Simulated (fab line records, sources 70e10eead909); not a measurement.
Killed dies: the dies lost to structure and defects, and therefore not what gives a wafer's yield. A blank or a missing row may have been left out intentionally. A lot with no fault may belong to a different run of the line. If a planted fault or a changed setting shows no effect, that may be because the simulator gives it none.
Which tool did it?	flow nand_harc	Sampling: 24 lots, 72 wafers, 6 of 1302 route steps

== WHAT THE GAUGES READ, wafer by wafer ==
NHARC_P_M1_CD_MEAS_09: the cd target is 130 nm. Usual: cd_nm at 129.8 nm, with a standard deviation of 0.68.
lot	measured	on	cd_nm (nm)	flag
L074	day 6 01:52	cd_sem-02	130.5 130.0 130.2	
L075	day 6 14:44	cd_sem-02	130.2 129.5 129.8	
L076	day 6 22:52	cd_sem-03	130.2 130.1 129.1	
L077	day 7 08:48	cd_sem-02	129.7 128.9 129.6	
L078	day 7 21:48	cd_sem-03	130.9 131.1 130.6	
L079	day 8 07:18	cd_sem-03	130.0 129.0 130.4	
L080	day 8 21:25	cd_sem-02	129.2 130.0 128.4	
L081	day 9 05:01	cd_sem-02	130.5 129.2 130.4	
L082	day 9 19:52	cd_sem-03	129.3 130.0 130.6	
L083	day 10 07:04	cd_sem-01	130.2 130.5 130.0	
L084	day 10 16:16	cd_sem-02	129.9 130.1 128.8	
L085	day 11 00:49	cd_sem-03	129.6 130.0 130.1	
L086	day 11 07:25	cd_sem-03	128.3 129.3 129.5	
L088	day 12 11:21	cd_sem-03	130.2 130.1 129.7	
L087	day 12 11:53	cd_sem-01	129.7 128.0 129.9	
L089	day 12 13:19	cd_sem-02	130.0 130.3 129.8	
L090	day 12 22:03	cd_sem-01	130.1 129.4 128.9	
L091	day 13 06:53	cd_sem-03	128.9 129.8 129.2	
L092	day 13 21:43	cd_sem-03	130.3 129.4 129.2	
L093	day 14 09:22	cd_sem-02	129.7 130.1 129.4	
L094	day 14 19:48	cd_sem-01	129.6 130.6 130.5	
L095	day 14 21:48	cd_sem-01	131.6 130.1 130.3	
L096	day 15 15:11	cd_sem-01	129.6 129.7 130.4	
L097	day 15 23:40	cd_sem-02	128.9 129.9 130.5	

NHARC_P_M1_INSPECT_27. Usual: raw_defect_count at 314, with a standard deviation of 120.
lot	measured	on	raw_defect_count	flag
L074	day 6 04:41	defect_inspect-01	165 261 127	
L075	day 6 17:31	defect_inspect-01	131 332 129	
L076	day 7 01:43	defect_inspect-02	277 346 317	
L077	day 7 11:36	defect_inspect-01	194 235 206	
L078	day 8 00:33	defect_inspect-01	354 356 374	
L079	day 8 10:08	defect_inspect-01	628 257 435	
L080	day 9 00:12	defect_inspect-02	317 283 271	
L081	day 9 07:48	defect_inspect-02	370 270 565	
L082	day 9 22:38	defect_inspect-01	225 156 237	
L083	day 10 10:41	defect_inspect-02	328 291 281	
L084	day 10 19:09	defect_inspect-01	382 285 645	
L085	day 11 03:40	defect_inspect-02	251 311 495	
L086	day 11 10:14	defect_inspect-01	395 615 411	
L088	day 12 14:07	defect_inspect-02	581 395 462	
L087	day 12 14:38	defect_inspect-02	327 178 531	
L089	day 12 16:04	defect_inspect-01	257 214 157	
L090	day 13 00:49	defect_inspect-02	252 249 220	
L091	day 13 09:47	defect_inspect-01	204 167 357	
L092	day 14 00:33	defect_inspect-02	212 285 195	
L093	day 14 12:37	defect_inspect-02	183 314 276	
L094	day 14 22:33	defect_inspect-01	312 333 156	
L095	day 15 01:41	defect_inspect-02	252 190 308	
L096	day 15 17:56	defect_inspect-02	284 494 221	
L097	day 16 02:29	defect_inspect-02	342 312 217	

NHARC_P_M2_THK_MEAS_24: measures by xrf. Usual: thk_nm at 144.0 nm, with a standard deviation of 1.7.
lot	measured	on	thk_nm (nm)	flag
L074	day 6 08:44	film_metro-01	142.3 143.9 142.4	
L075	day 6 21:31	film_metro-01	143.9 144.6 143.2	
L076	day 7 05:45	film_metro-01	144.2 146.0 146.6	
L077	day 7 15:35	film_metro-01	144.3 142.7 143.6	
L078	day 8 04:35	film_metro-01	144.0 143.7 142.2	
L079	day 8 14:16	film_metro-01	142.5 144.6 141.4	
L080	day 9 04:23	film_metro-02	143.5 144.9 146.1	
L081	day 9 12:00	film_metro-02	144.4 143.0 143.8	
L082	day 10 02:38	film_metro-02	143.4 143.2 141.9	
L083	day 10 14:57	film_metro-02	144.2 141.4 142.8	
L084	day 10 23:07	film_metro-01	145.5 145.3 143.3	
L085	day 11 07:39	film_metro-02	143.2 146.6 147.9	
L086	day 11 14:13	film_metro-02	147.2 143.7 146.4	
L088	day 12 18:38	film_metro-01	142.2 141.5 145.0	
L087	day 12 18:41	film_metro-01	143.7 143.6 142.8	
L089	day 12 20:15	film_metro-01	142.8 143.6 146.5	
L090	day 13 04:55	film_metro-02	144.5 144.3 145.1	
L091	day 13 13:40	film_metro-01	143.8 142.4 143.2	
L092	day 14 05:03	film_metro-01	142.1 144.6 144.0	
L093	day 14 16:49	film_metro-01	146.3 144.9 148.1	
L094	day 15 02:29	film_metro-02	146.6 144.2 140.8	
L095	day 15 05:37	film_metro-01	141.6 146.1 142.0	
L096	day 15 21:49	film_metro-01	143.5 145.1 143.7	
L097	day 16 06:28	film_metro-02	145.5 143.8 147.2	

== WHAT TOOL EACH LOT RAN ON (gives the tool, then ch and the chambers of the sampled wafers, and finally the start) ==
lot	NHARC_P_M2_DESCUM_14	NHARC_P_M2_ETCH_35	NHARC_P_M2_STRIP_18
L074	rie_diel-05 ch 0,2,3, day 6 06:17	rie_diel-05 ch 0,3, day 6 06:22	rie_diel-03 ch 1,2, day 6 06:40
L075	rie_diel-03 ch 2,3, day 6 19:05	rie_diel-03 ch 1,2, day 6 19:10	rie_diel-05 ch 1,2, day 6 19:31
L076	rie_diel-03 ch 0,1,2, day 7 03:17	rie_diel-03 ch 0,2,3, day 7 03:22	rie_diel-05 ch 0,1,2, day 7 03:40
L077	rie_diel-03 ch 0,1,2, day 7 13:11	rie_diel-03 ch 0,2,3, day 7 13:16	rie_diel-03 ch 0,2,3, day 7 13:34
L078	rie_diel-05 ch 0,2,3, day 8 02:09	rie_diel-05 ch 1,2,3, day 8 02:13	rie_diel-05 ch 0,2, day 8 02:33
L079	rie_diel-10 ch 1,3, day 8 11:43	rie_diel-10 ch 0,1,3, day 8 11:49	rie_diel-03 ch 0,3, day 8 12:08
L080	rie_diel-05 ch 0,2,3, day 9 01:58	rie_diel-05 ch 0,1,2, day 9 02:03	rie_diel-05 ch 0,3, day 9 02:21
L081	rie_diel-05 ch 0,1,3, day 9 09:23	rie_diel-05 ch 1,2,3, day 9 09:28	rie_diel-10 ch 1,3, day 9 09:46
L082	rie_diel-03 ch 0,2, day 10 00:13	rie_diel-03 ch 2,3, day 10 00:18	rie_diel-05 ch 0,1,3, day 10 00:35
L083	rie_diel-03 ch 0,1, day 10 12:25	rie_diel-03 ch 0,1,2, day 10 12:29	rie_diel-10 ch 2,3, day 10 12:53
L084	rie_diel-03 ch 0,2, day 10 20:35	rie_diel-03 ch 2,3, day 10 20:41	rie_diel-10 ch 1,2, day 10 20:58
L085	rie_diel-03 ch 0,1,2, day 11 05:15	rie_diel-03 ch 0,1,2, day 11 05:20	rie_diel-05 ch 1,3, day 11 05:38
L086	rie_diel-10 ch 0,2,3, day 11 11:48	rie_diel-10 ch 1,3, day 11 11:53	rie_diel-05 ch 0,1,2, day 11 12:10
L088	rie_diel-05 ch 0,1,2, day 12 15:41	rie_diel-05 ch 0,1,3, day 12 15:46	rie_diel-10 ch 1,2,3, day 12 16:05
L087	rie_diel-05 ch 1,2,3, day 12 16:15	rie_diel-05 ch 0,1,2, day 12 16:19	rie_diel-03 ch 0,2, day 12 16:37
L089	rie_diel-10 ch 1,2, day 12 17:40	rie_diel-10 ch 0,1,2, day 12 17:46	rie_diel-05 ch 1,2, day 12 18:07
L090	rie_diel-03 ch 0,1,3, day 13 02:23	rie_diel-03 ch 1,3, day 13 02:29	rie_diel-03 ch 0,3, day 13 02:50
L091	rie_diel-05 ch 1,2,3, day 13 11:16	rie_diel-05 ch 0,1,3, day 13 11:20	rie_diel-03 ch 0,2,3, day 13 11:40
L092	rie_diel-03 ch 0,1,3, day 14 02:09	rie_diel-03 ch 2,3, day 14 02:13	rie_diel-05 ch 0,1, day 14 03:01
L093	rie_diel-03 ch 0,2,3, day 14 14:23	rie_diel-03 ch 0,1,2, day 14 14:28	rie_diel-10 ch 0,1,2, day 14 14:49
L094	rie_diel-10 ch 1,2,3, day 15 00:01	rie_diel-10 ch 0,3, day 15 00:04	rie_diel-03 ch 1,2,3, day 15 00:28
L095	rie_diel-10 ch 0,2,3, day 15 03:08	rie_diel-10 ch 0,1,2, day 15 03:13	rie_diel-03 ch 1,2,3, day 15 03:33
L096	rie_diel-03 ch 1,2,3, day 15 19:25	rie_diel-03 ch 2,3, day 15 19:29	rie_diel-05 ch 0,3, day 15 19:48
L097	rie_diel-03 ch 0,1,2, day 16 04:04	rie_diel-03 ch 1,2, day 16 04:08	rie_diel-05 ch 0,2, day 16 04:28
- NHARC_P_M2_DESCUM_14: chemistry O2, time 3 s.
- NHARC_P_M2_ETCH_35: etches the open film in N2/H2, target depth 40 nm, overetch 12 nm, time 43.94 s.
- NHARC_P_M2_STRIP_18: strips in N2/H2.

== AS READ BY THE TOOLS THEMSELVES (means over the sampled wafers that have a number; for cases with no such wafer, the mark the record gives instead) ==
NHARC_P_M2_DESCUM_14. Usual: drypump_motor_current_A 5.7 A, standard deviation 0.37; oes_product_au 0.996 a.u., standard deviation 0.014; rf_vpp_V 57.9 V, standard deviation 0.86; showerhead_plenum_p_Torr 1.93 Torr, standard deviation 0.08; throttle_valve_pct 11.310 %, standard deviation 0.0098.
lot	tool	drypump_motor_current_A (A)	oes_product_au (a.u.)	rf_vpp_V (V)	showerhead_plenum_p_Torr (Torr)	throttle_valve_pct (%)	flag
L074	rie_diel-05	5.7	0.990	57.3	1.89	11.313	
L075	rie_diel-03	5.6	0.987	58.3	1.86	11.305	
L076	rie_diel-03	5.6	0.998	58.1	1.94	11.317	
L077	rie_diel-03	5.6	0.999	58.3	1.94	11.297	
L078	rie_diel-05	5.8	1.000	57.7	1.89	11.312	
L079	rie_diel-10	6.0	1.008	57.5	1.96	11.314	
L080	rie_diel-05	5.8	0.995	58.3	1.89	11.308	
L081	rie_diel-05	5.9	0.987	57.2	1.87	11.316	
L082	rie_diel-03	5.5	0.989	57.5	1.99	11.311	
L083	rie_diel-03	5.6	1.002	58.6	1.95	11.307	
L084	rie_diel-03	5.6	0.995	57.8	1.92	11.311	
L085	rie_diel-03	5.6	1.003	58.3	1.94	11.310	
L086	rie_diel-10	5.5	1.014	58.6	2.01	11.307	
L088	rie_diel-05	5.7	0.996	57.4	1.90	11.315	
L087	rie_diel-05	6.1	0.986	57.4	1.93	11.314	
L089	rie_diel-10	6.3	1.003	58.6	2.02	11.304	
L090	rie_diel-03	5.5	0.998	58.1	1.93	11.313	
L091	rie_diel-05	6.1	0.982	58.6	1.93	11.311	
L092	rie_diel-03	5.5	0.998	57.2	1.93	11.324	
L093	rie_diel-03	5.4	0.988	58.1	1.92	11.306	
L094	rie_diel-10	6.0	1.014	58.3	2.00	11.311	
L095	rie_diel-10	5.6	1.007	58.7	2.01	11.301	
L096	rie_diel-03	5.6	0.984	58.0	1.87	11.311	
L097	rie_diel-03	5.6	0.984	57.5	1.94	11.311	

NHARC_P_M2_ETCH_35. Usual: drypump_motor_current_A 5.7 A, standard deviation 0.39; oes_product_au 0.997 a.u., standard deviation 0.014; rf_vpp_V 431.0 V, standard deviation 2.5; showerhead_plenum_p_Torr 2.06 Torr, standard deviation 0.089; throttle_valve_pct 14.171 %, standard deviation 0.0088.
lot	tool	drypump_motor_current_A (A)	oes_product_au (a.u.)	rf_vpp_V (V)	showerhead_plenum_p_Torr (Torr)	throttle_valve_pct (%)	flag
L074	rie_diel-05	6.0	0.998	429.2	1.98	14.179	
L075	rie_diel-03	5.7	0.998	429.8	2.00	14.176	
L076	rie_diel-03	5.5	1.005	430.6	2.05	14.165	
L077	rie_diel-03	5.5	0.994	430.6	2.05	14.169	
L078	rie_diel-05	6.1	0.994	430.8	2.06	14.172	
L079	rie_diel-10	5.9	1.005	434.1	2.14	14.164	
L080	rie_diel-05	5.8	0.984	430.2	2.03	14.168	
L081	rie_diel-05	6.1	0.997	430.7	2.06	14.166	
L082	rie_diel-03	5.5	0.984	429.9	1.98	14.167	
L083	rie_diel-03	5.6	1.000	431.4	2.07	14.172	
L084	rie_diel-03	5.4	0.989	428.4	1.98	14.171	
L085	rie_diel-03	5.6	0.994	430.8	2.07	14.171	
L086	rie_diel-10	6.3	0.998	432.3	2.12	14.171	
L088	rie_diel-05	6.0	0.990	429.1	1.99	14.175	
L087	rie_diel-05	5.8	0.990	430.6	2.03	14.178	
L089	rie_diel-10	5.9	1.012	432.4	2.17	14.171	
L090	rie_diel-03	5.5	0.984	429.9	1.99	14.166	
L091	rie_diel-05	6.0	0.994	430.0	1.99	14.167	
L092	rie_diel-03	5.5	0.991	428.7	1.98	14.164	
L093	rie_diel-03	5.6	0.999	431.3	2.06	14.171	
L094	rie_diel-10	5.6	1.020	432.1	2.11	14.162	
L095	rie_diel-10	5.9	1.006	434.6	2.17	14.165	
L096	rie_diel-03	5.6	0.997	427.9	1.98	14.181	
L097	rie_diel-03	5.7	0.989	429.7	1.99	14.171	

NHARC_P_M2_STRIP_18. Usual: drypump_motor_current_A 5.8 A, standard deviation 0.41; oes_product_au 0.996 a.u., standard deviation 0.015; rf_vpp_V 90.7 V, standard deviation 0.91; showerhead_plenum_p_Torr 2.05 Torr, standard deviation 0.084; throttle_valve_pct 14.171 %, standard deviation 0.0084.
lot	tool	drypump_motor_current_A (A)	oes_product_au (a.u.)	rf_vpp_V (V)	showerhead_plenum_p_Torr (Torr)	throttle_valve_pct (%)	flag
L074	rie_diel-03	5.7	0.998	90.0	2.00	14.174	
L075	rie_diel-05	5.9	0.979	91.3	2.10	14.178	
L076	rie_diel-05	5.8	0.990	91.3	2.03	14.165	
L077	rie_diel-03	5.5	0.990	89.9	2.05	14.165	
L078	rie_diel-05	5.6	0.990	91.1	2.05	14.169	
L079	rie_diel-03	5.4	0.985	91.0	2.12	14.176	
L080	rie_diel-05	5.6	1.002	89.6	1.95	14.170	
L081	rie_diel-10	6.0	1.015	91.5	2.10	14.163	
L082	rie_diel-05	6.0	0.984	90.9	1.99	14.168	
L083	rie_diel-10	5.6	1.013	90.9	2.11	14.180	
L084	rie_diel-10	6.3	0.995	90.8	2.16	14.171	
L085	rie_diel-05	6.3	0.986	90.9	2.02	14.161	
L086	rie_diel-05	5.8	1.001	90.5	2.03	14.160	
L088	rie_diel-10	6.0	1.006	90.8	2.13	14.175	
L087	rie_diel-03	5.5	0.987	90.8	2.11	14.175	
L089	rie_diel-05	5.9	0.986	92.1	2.09	14.177	
L090	rie_diel-03	5.4	0.986	90.5	2.04	14.175	
L091	rie_diel-03	5.5	1.000	90.0	2.05	14.175	
L092	rie_diel-05	5.9	0.984	90.5	2.01	14.176	
L093	rie_diel-10	5.9	1.014	91.9	2.17	14.174	
L094	rie_diel-03	5.6	0.988	90.4	1.99	14.178	
L095	rie_diel-03	5.6	0.988	89.9	1.99	14.173	
L096	rie_diel-05	5.6	1.007	89.6	1.94	14.171	
L097	rie_diel-05	5.4	1.007	90.2	1.98	14.174	

== THE ANSWER, worked out from the rows above alone ==
Rule: a lot counts as off when the mean over its wafers that have a number is more than 3 standard deviations away from the usual mean. Also off: a lot with no number at a reading for which 4 or more lots have one. Any other lot the step has rows for is counted as sound. The gauges are gone through in route order, then the tools' own readings, and for those a lot's mean is taken as printed above. At the first step where some lot is off, the reading lying furthest off is the one used; lots without a number count as furthest.
Across all readings shown, no lot is off: no conclusion can be drawn from this.

== WHAT THE SIMULATOR PUT IN ==
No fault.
